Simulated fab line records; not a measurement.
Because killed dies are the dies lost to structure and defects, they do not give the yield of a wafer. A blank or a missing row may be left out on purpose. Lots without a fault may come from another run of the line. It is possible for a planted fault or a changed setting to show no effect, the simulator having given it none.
A lot that was struck, set against a sound lot :: flow n5_finfet :: 19 steps out of a route of 1938
Sound: wafers L767.1, L767.3, L767.6. Struck: wafers L777.1, L777.2, L777.5. At the end, the cause is stated.
Each step with rows lists, per side, the tool, then ch with its chambers, then its first start. Under that, the readings that differ: sound wafers :: struck wafers :: difference of the means :: sigmas: that difference in standard deviations of wafers without a fault.
alike: a reading whose means differ by less than 2 such deviations, as well as words and numbers matching on both sides. not compared: withheld readings; readings where some wafer has no value; bounds like >300 that might hide an equal value; numbers whose values overlap and for which the record gives no deviation.
Wherever a step has rows on one side only, a row that says differs or no value, or a row with sigmas, the two part there. When numbers do not overlap yet have no deviation, they are printed without sigmas and do not part them. A reading that every wafer of one side lacks parts them only if that side has two wafers or more.

first, 2 steps without rows for these wafers: N5_BEOL_M2_STRIP_65 (strips in N2/H2); N5_BEOL_M2_STRIP_75 (strips in N2/H2).
N5_BEOL_M2_STRIP_66: strips in CF4.
  sound on rie_diel-01 ch 0,1,3, day 7 06:47; struck on rie_diel-02 ch 1,3, day 9 21:37
  alike: drypump_motor_current_A, oes_product_au, rf_vpp_V, showerhead_plenum_p_Torr, throttle_valve_pct
  not compared: rf_hours_counter_h
N5_BEOL_M2_HM_OPEN_17: chemistry Cl2/BCl3, target TiN, target depth 20 nm, overetch 6 nm.
  sound on rie_metal-02 ch 0,1, day 7 06:50; struck on rie_metal-03 ch 0,1, day 9 21:40
  alike: bcl3_flow_sccm, drypump_motor_current_A, oes_product_au, throttle_valve_pct
  not compared: rf_hours_counter_h
N5_BEOL_M2_STRIP_19: strips in O2.
  sound on rie_diel-01 ch 1,3, day 7 06:57; struck on rie_diel-02 ch 0,1,2, day 9 21:46
  alike: drypump_motor_current_A, oes_product_au, rf_vpp_V, showerhead_plenum_p_Torr, throttle_valve_pct
  not compared: rf_hours_counter_h
N5_BEOL_M2_CD_MEAS_18: pitch 36 nm, target cd 18 nm.
  struck on cd_sem-03, day 9 21:50; sound on cd_sem-02, day 7 07:01
  alike: cd_nm
then, 6 steps without rows for these wafers: N5_BEOL_M2_COAT_67 (time 60 s, resist thk 60 nm); N5_BEOL_M2_COAT_68 (time 60 s, resist thk 12 nm); N5_BEOL_M2_COAT_76 (time 60 s, resist thk 5 nm); N5_BEOL_M2_COAT_22 (resist thk 30 nm); N5_BEOL_M2_EBR_24; N5_BEOL_M2_SOFTBAKE_23 (time 60 s).
N5_BEOL_M2_EXPOSE_25: exposes mask V1, defocus 5 nm.
  sound on euv_scanner-02 ch 0, day 7 07:19; struck on euv_scanner-01 ch 0, day 9 22:08
reading: exposure_dose_mJ_cm2
sound: 62.87 62.86 62.88
struck: 69.17 69.23 69.10
difference: +6.30
sigmas: +90
  alike: mask
then, 2 steps without rows for these wafers: N5_BEOL_M2_PEB_26 (peb time 60 s); N5_BEOL_M2_DEVELOP_27 (develop time 30 s).
N5_BEOL_M2_CD_MEAS_28: target cd 26.2 nm, target cd y 24.1 nm.
  sound on cd_sem-02 ch 0, day 7 07:28; struck on cd_sem-02 ch 0, day 9 22:17
reading: cd_nm (nm)
sound: 26.19 26.16 26.16
struck: 8.05 16.63 16.99
difference: -12.28
sigmas: -49
N5_BEOL_M2_OVL_MEAS_29:
  sound on overlay-02 ch 0, day 7 07:29; struck on overlay-01 ch 0, day 9 22:19
  alike: V1_OVL
N5_BEOL_M4_RC_MEAS_101:
  the record has rows for the sound wafers here (prober-01 ch 0, day 8 09:23) and none for the struck ones
-- the record jumps here: 6 days lie between the struck wafers' starts before and after (it left off in module BEOL_M4 and takes up again in module PASSIVATION, whose first step shown is number 1936 of the route) --
N5_PASSIVATION_PROBE_49:
  struck on prober-02, day 15 17:46; sound on prober-01, day 12 06:27
reading: defect_limited_yield (%)
sound: 93.6 90.2 95.0
struck: 0 0 0
difference: -93
sigmas: -58

reading: killed_at_M0_to_M3
sound: 30 49 23
struck: 1089 1127 1115
difference: +1076
sigmas: +99 or more

reading: killed_dies
sound: 75 116 59
struck: 1180 1180 1180
difference: +1097
sigmas: +58

reading: killed_on_rim
sound: 9 16 8
struck: 152 152 152
difference: +141
sigmas: +35

reading: sort_bin_5_function (%)
sound: 3.9 6.3 3.2
struck: 26.9 11.3 15.4
difference: +13.4
sigmas: +13

reading: sort_n_pass
sound: 1105 1064 1121
struck: 0 0 0
difference: -1097
sigmas: -58

reading: sort_yield_pct (%)
sound: 93.6 90.2 95.0
struck: 0 0 0
difference: -93
sigmas: -58
  alike: killed_at_M4_up, killed_at_contacts, killed_at_front_end, killed_at_other, killed_open, killed_short, sort_bin_6_memory

## WHERE THEY PART
Last at N5_PASSIVATION_PROBE_49 as far as this record goes, first at N5_BEOL_M2_EXPOSE_25.

WHY: the cause the simulator had injected
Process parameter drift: euv_scanner-01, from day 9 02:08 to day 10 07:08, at N5_BEOL_M2_EXPOSE_25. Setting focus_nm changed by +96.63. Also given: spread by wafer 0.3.
